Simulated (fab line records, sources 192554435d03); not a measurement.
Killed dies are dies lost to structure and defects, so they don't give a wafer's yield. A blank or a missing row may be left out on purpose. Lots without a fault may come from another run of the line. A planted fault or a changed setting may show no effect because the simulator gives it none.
fab line records | flow n5_finfet
record lots=7 wafers=21
route steps=1938 shown PASSIVATION@1916
start_h: hours from the record's first day to the start of the lot's first wafer shown | wait_h: hours since the lot's step before | " the same as in the row above | L1.1+2: a row that stands for several wafers | - no value, or no start given | * or withheld: withheld | < > ~ a bound
route shown NAME@n: a module of which the file shows steps, and the number in the route of the first | usual: mean/standard deviation of fault-free wafers | same: alike in all rows | chamber/n: place in a boat | sites: the reading at each site | _std_site: their standard deviation | _edge_site: outer sites' mean less inner sites' | radius_mm: how far each site lies from the wafer's centre | mask NAME#n: copy n | behind: the tool/chamber that last shaped the wafer | hold: why the lot was held/for how many hours/how that ended | device: the transistor (n, p or np) that didn't switch | end of line: the same wafers' tests at the end of the route | a step without rows: its recipe alone | killed: dies lost to structure and defects at the first sort, not the wafer's yield | map: a wafer's dies, x killed, . not, _ none there
set.NAME: the setting as run; set.NAME@STEP: as run at that earlier step | model.NAME: the simulator's own value behind a step, which no gauge read
lots whose settings were changed on purpose; a table a step, a row a wafer
## steps
# step N5_PASSIVATION_PECVD_35
# recipe material=SiNx target_thk_a=7000 temp_c=400 precursor=SiH4/NH3/N2 pressure_torr=4.9 rf_w=1406 time_s=151.3
# columns lot.wafer tool chamber start_h wait_h set.time_s model.SiNx_of_PASSIVATION_PECVD_35.thk_nm
L076.1 pecvd-03 1 279.52 0.1 151.3 695.8
L076.2 " 2 " " 151.3 704.2
L076.6 " 1 " " 151.3 705.2
L078.1 pecvd-03 1 296.64 0.1 159.9 744.6
L078.4 " 0 " " 151.3 716.8
L078.5 " 2 " " 159.9 757.6
L081.3 pecvd-04 0 312.45 0.1 171.2 785.4
L081.4 " 2 " " 171.2 796
L081.6 " 0 " " 151.3 715.2
L085.2 pecvd-03 0 329.26 0.1 151.3 707.8
L085.5 " 2 " " 151.3 731.4
L085.6 " 0 " " 151.3 711.6
L084.1 pecvd-04 0 329.65 0.1 151.3 699.2
L084.4 " 2 " " 151.3 705.2
L084.6 " 1 " " 151.3 698.6
L088.1 pecvd-03 0 364.72 0.1 151.3 691.2
L088.5 " 0 " " 151.3 702.4
L088.6 " 1 " " 167.5 766
L090.1 pecvd-04 1 366.02 0.1 139 644.2
L090.2 " 0 " " 139 653
L090.5 " 1 " " 151.3 704.4
# step N5_PASSIVATION_HMDS_37
# recipe time_s=60 temp_c=120
# step N5_PASSIVATION_COAT_38
# recipe spin_rpm=3000 resist_thk_nm=withheld
# step N5_PASSIVATION_SRD_72
# recipe dry=ipa_marangoni time_s=30 temp_c=23 rinse_liquid=diw
# step N5_PASSIVATION_ANNEAL_56
# recipe temp_c=400 time_s=1800 ambient=FGA idle_temp_c=300 ramp_up_c_per_min=5 ramp_down_c_per_min=3
# step N5_PASSIVATION_PROBE_49
# usual defect_limited_yield=91.5/1.5 killed_at_M0_to_M3=30/11 killed_at_M4_up=13/4.9 killed_at_contacts=14/6.5 killed_at_front_end=40/11 killed_at_other=3.3/2.7 killed_dies=100/18 killed_open=67/14 killed_short=32/7.8 sort_bin_4_leakage=0.00/0.0073 sort_bin_5_function=5.0/0.97 sort_bin_6_memory=3.2/0.75 sort_bin_8_speed=0.00/0.01 sort_n_pass=1080/18
# same gross_dies=1180 killed_at_back_side=0
# columns lot.wafer tool chamber start_h wait_h set.time_s@PASSIVATION_PECVD_35 defect_limited_yield[%] killed_at_M0_to_M3 killed_at_M4_up killed_at_contacts killed_at_front_end killed_at_other killed_dies killed_open killed_short sort_bin_4_leakage[%] sort_bin_5_function[%] sort_bin_6_memory[%] sort_bin_8_speed[%] sort_n_pass
L076.1 prober-02 - 283.21 0.0 151.3 92.8 23 8 17 34 3 85 60 24 0 4.3 2.5 0 1095
L076.2 prober-02 - 283.26 0.1 151.3 92.9 26 11 10 35 2 84 57 26 0 4.2 2.8 0 1096
L076.6 prober-02 - 283.46 0.3 151.3 92.5 23 11 10 43 2 89 57 29 0 4.2 3.1 0 1091
L078.1 prober-02 - 300.44 0.0 159.9 87.6 28 10 14 41 53 146 56 26 0 9.0 2.4 0 1034
L078.4 prober-02 - 300.59 0.2 151.3 89.7 37 16 15 49 4 121 82 33 0 6.9 2.8 0 1059
L078.5 prober-02 - 300.64 0.2 159.9 84.2 51 20 11 52 52 186 68 46 0 10.3 3.5 0 994
L081.3 prober-01 - 316.24 0.1 171.2 0.8 995 23 20 35 97 1170 80 40 0 95.0 3.8 0 10
L081.4 prober-01 - 316.29 0.2 171.2 0.8 1000 14 26 42 88 1170 77 33 0 95.3 3.6 0 10
L081.6 prober-01 - 316.39 0.3 151.3 90.5 31 15 14 49 3 112 83 25 0 5.8 3.5 0 1068
L085.2 prober-01 - 332.89 0.1 151.3 89.2 39 13 19 54 2 127 74 52 0.08 6.3 4.0 0 1053
L085.5 prober-01 - 333.04 0.2 151.3 92.0 21 24 7 37 5 94 58 31 0.42 3.6 3.7 0 1086
L085.6 prober-01 - 333.09 0.3 151.3 90.7 21 19 14 43 13 110 62 43 0.42 5.8 3.0 0 1070
L084.1 prober-02 - 333.21 0.0 151.3 55.3 19 19 19 31 440 528 68 23 0 41.9 2.7 0 652
L084.4 prober-02 - 333.36 0.2 151.3 56.6 35 13 9 49 406 512 73 36 0 39.2 3.9 0 668
L084.6 prober-02 - 333.46 0.3 151.3 90.2 23 10 15 65 3 116 74 42 0 5.8 3.6 0 1064
L088.1 prober-01 - 369.01 0.0 151.3 1.7 1076 18 10 54 2 1160 70 26 0 94.8 3.3 0 20
L088.5 prober-01 - 369.21 0.2 151.3 90.5 26 13 10 58 5 112 72 38 0 5.4 3.4 0.17 1068
L088.6 prober-01 - 369.26 0.3 167.5 22.4 28 154 9 38 687 916 57 24 0 74.4 2.9 0.08 264
L090.1 prober-02 - 370.51 0.8 139 76.6 37 13 3 46 177 276 66 37 0 19.4 3.6 0 904
L090.2 prober-02 - 370.56 0.8 139 73.1 39 29 1 58 191 318 74 40 0.34 21.9 3.4 0.08 862
L090.5 prober-02 - 370.71 1.0 151.3 88.3 40 28 6 60 4 138 72 45 0.93 6.5 3.2 0.08 1042
# killed by level:class
L076.1 MOL_CONTACT_COAG:geometric_particle:open=13 FIN_SAQP:geometric_particle:open=10 FIN_SAQP:geometric_particle:short=8 BEOL_M4:geometric_particle:open=7 BEOL_M0_SAQP:geometric_particle:open=5 BEOL_M2:geometric_particle:open=5 STI_FIN_REVEAL:geometric_particle:open=4 DUMMY_GATE:geometric_particle:open=4
L076.2 FIN_SAQP:geometric_particle:open=12 BEOL_M0_SAQP:geometric_particle:short=10 STI_FIN_REVEAL:geometric_particle:open=9 BEOL_M0_SAQP:geometric_particle:open=9 MOL_CONTACT_COAG:geometric_particle:open=8 FIN_SAQP:geometric_particle:short=6 BEOL_M3:geometric_particle:open=6 BEOL_M4:geometric_particle:open=6
L076.6 FIN_SAQP:geometric_particle:short=13 STI_FIN_REVEAL:geometric_particle:open=11 MOL_CONTACT_COAG:geometric_particle:open=9 FIN_SAQP:geometric_particle:open=6 BEOL_M1:geometric_particle:open=6 BEOL_M3:geometric_particle:open=6 DUMMY_GATE:geometric_particle:open=3 STARTING-WAFER:geometric_particle:short=3
L078.1 PASSIVATION:area_pecvd=53 HKMG_FIN:area_etch=11 MOL_CONTACT_COAG:geometric_particle:open=10 BEOL_M0_SAQP:geometric_particle:open=9 FIN_SAQP:geometric_particle:short=8 STI_FIN_REVEAL:geometric_particle:open=8 BEOL_M3:geometric_particle:open=8 BEOL_M1:geometric_particle:open=5
L078.4 BEOL_M3:geometric_particle:open=12 MOL_CONTACT_COAG:geometric_particle:open=11 STI_FIN_REVEAL:geometric_particle:open=8 BEOL_M0_SAQP:geometric_particle:open=8 BEOL_M4:geometric_particle:open=8 FIN_SAQP:geometric_particle:open=6 DUMMY_GATE:geometric_particle:open=6 BEOL_M0_SAQP:geometric_particle:short=6
L078.5 PASSIVATION:area_pecvd=51 HKMG_FIN:area_etch=18 BEOL_M0_SAQP:geometric_particle:short=17 MOL_CONTACT_COAG:geometric_particle:open=8 STI_FIN_REVEAL:geometric_particle:open=7 BEOL_M3:geometric_particle:open=6 FIN_SAQP:geometric_particle:short=5 FIN_SAQP:geometric_particle:open=5
L081.3 BEOL_M0_SAQP:area_ald=956 PASSIVATION:area_pecvd=91 MOL_CONTACT_COAG:geometric_particle:open=14 BEOL_M0_SAQP:geometric_particle:short=10 STI_FIN_REVEAL:geometric_particle:open=9 DUMMY_GATE:geometric_particle:open=8 BEOL_M0_SAQP:geometric_particle:open=8 BEOL_M2:geometric_particle:open=8
L081.4 BEOL_M0_SAQP:area_ald=973 PASSIVATION:area_pecvd=85 MOL_CONTACT_COAG:geometric_particle:open=23 FIN_SAQP:geometric_particle:open=11 FIN_SAQP:geometric_particle:short=9 BEOL_M1:geometric_particle:open=7 DUMMY_GATE:geometric_particle:open=4 GATE_CUT:geometric_particle:short=4
L081.6 FIN_SAQP:geometric_particle:open=15 MOL_CONTACT_COAG:geometric_particle:open=11 STI_FIN_REVEAL:geometric_particle:open=7 BEOL_M0:geometric_particle:open=7 BEOL_M1:geometric_particle:open=7 FIN_SAQP:geometric_particle:short=6 DUMMY_GATE:geometric_particle:open=6 GATE_CUT:geometric_particle:open=4
L085.2 FIN_SAQP:geometric_particle:short=18 MOL_CONTACT_COAG:geometric_particle:open=15 BEOL_M0_SAQP:geometric_particle:short=13 STI_FIN_REVEAL:geometric_particle:open=9 BEOL_M0_SAQP:geometric_particle:open=9 BEOL_M3:geometric_particle:open=9 FIN_SAQP:geometric_particle:open=7 GATE_CUT:geometric_particle:short=7
L085.5 BEOL_M3:geometric_particle:open=10 FIN_SAQP:geometric_particle:open=7 FIN_SAQP:geometric_particle:short=6 BEOL_M0_SAQP:geometric_particle:open=5 M5:area_ald=5 STI_FIN_REVEAL:geometric_particle:open=4 MOL_CONTACT_COAG:geometric_particle:short=4 BEOL_M4:geometric_particle:short=4
L085.6 FIN_SAQP:geometric_particle:short=15 MOL_CONTACT_COAG:geometric_particle:open=11 STI_FIN_REVEAL:geometric_particle:open=10 BEOL_M0_SAQP:geometric_particle:open=7 BEOL_M0_SAQP:geometric_particle:short=6 BEOL_M3:geometric_particle:open=5 BEOL_M7:geometric_particle:open=5 M5:area_ald=5
L084.1 PASSIVATION:area_pecvd=437 MOL_CONTACT_COAG:geometric_particle:open=15 FIN_SAQP:geometric_particle:open=10 BEOL_M0_SAQP:geometric_particle:open=7 FIN_SAQP:geometric_particle:short=5 STI_FIN_REVEAL:geometric_particle:open=5 BEOL_M4:geometric_particle:open=5 BEOL_M7:geometric_particle:open=5
L084.4 PASSIVATION:area_pecvd=403 FIN_SAQP:geometric_particle:open=24 FIN_SAQP:geometric_particle:short=17 BEOL_M2:geometric_particle:open=15 BEOL_M1:geometric_particle:open=8 MOL_CONTACT_COAG:geometric_particle:short=7 BEOL_M0_SAQP:geometric_particle:short=5 BEOL_M5:geometric_particle:open=4
L084.6 FIN_SAQP:geometric_particle:open=34 FIN_SAQP:geometric_particle:short=17 MOL_CONTACT_COAG:geometric_particle:open=10 BEOL_M0_SAQP:geometric_particle:short=9 MOL_CONTACT_COAG:geometric_particle:short=5 BEOL_M3:geometric_particle:open=5 BEOL_M4:geometric_particle:open=5 STI_FIN_REVEAL:geometric_particle:open=4
L088.1 BEOL_M0_SAQP:area_ald=1063 STI_FIN_REVEAL:geometric_particle:open=16 FIN_SAQP:geometric_particle:short=8 MOL_CONTACT_COAG:geometric_particle:open=8 FIN_SAQP:geometric_particle:open=6 GATE_CUT:geometric_particle:short=6 BEOL_M4:geometric_particle:open=6 DUMMY_GATE:geometric_particle:open=5
L088.5 STI_FIN_REVEAL:geometric_particle:open=20 FIN_SAQP:geometric_particle:open=13 BEOL_M0_SAQP:geometric_particle:short=9 MOL_CONTACT_COAG:geometric_particle:open=9 FIN_SAQP:geometric_particle:short=8 BEOL_M0_SAQP:geometric_particle:open=6 BEOL_M2:geometric_particle:open=5 MIM_TOP:geometric_particle:short=4
L088.6 PASSIVATION:area_pecvd=687 BEOL_M11:area_etch=146 STI_FIN_REVEAL:geometric_particle:open=8 BEOL_M3:geometric_particle:open=7 FIN_SAQP:geometric_particle:open=6 FIN_SAQP:geometric_particle:short=6 MOL_CONTACT_COAG:geometric_particle:open=6 DUMMY_GATE:geometric_particle:open=5
L090.1 PASSIVATION:area_pecvd=173 FIN_SAQP:geometric_particle:open=13 FIN_SAQP:geometric_particle:short=12 DUMMY_GATE:geometric_particle:open=7 BEOL_M1:geometric_particle:short=7 BEOL_M0_SAQP:geometric_particle:short=6 BEOL_M2:geometric_particle:open=6 STI_FIN_REVEAL:geometric_particle:open=5
L090.2 PASSIVATION:area_pecvd=186 FIN_SAQP:geometric_particle:short=16 BEOL_M4:geometric_particle:open=14 HKMG_FIN:area_etch=11 BEOL_M2:geometric_particle:open=10 STI_FIN_REVEAL:geometric_particle:open=8 BEOL_M1:geometric_particle:open=8 BEOL_M3:geometric_particle:open=6
L090.5 FIN_SAQP:geometric_particle:short=12 FIN_SAQP:geometric_particle:open=11 M5:area_ald=11 BEOL_M2:geometric_particle:open=10 BEOL_M3:geometric_particle:open=8 HKMG_FIN:area_etch=7 BEOL_M0_SAQP:geometric_particle:short=6 BEOL_M0_SAQP:geometric_particle:open=6
## key
split step=N5_PASSIVATION_PECVD_35 setting=time_s stated=151.3 by=wafer
response step=N5_PASSIVATION_PECVD_35 reading=model.SiNx_of_PASSIVATION_PECVD_35.thk_nm change=+6.17 per=1% r=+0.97
response step=N5_PASSIVATION_PROBE_49 reading=killed_at_M4_up shape=bent at_lowest=21 at_stated=16 at_highest=18
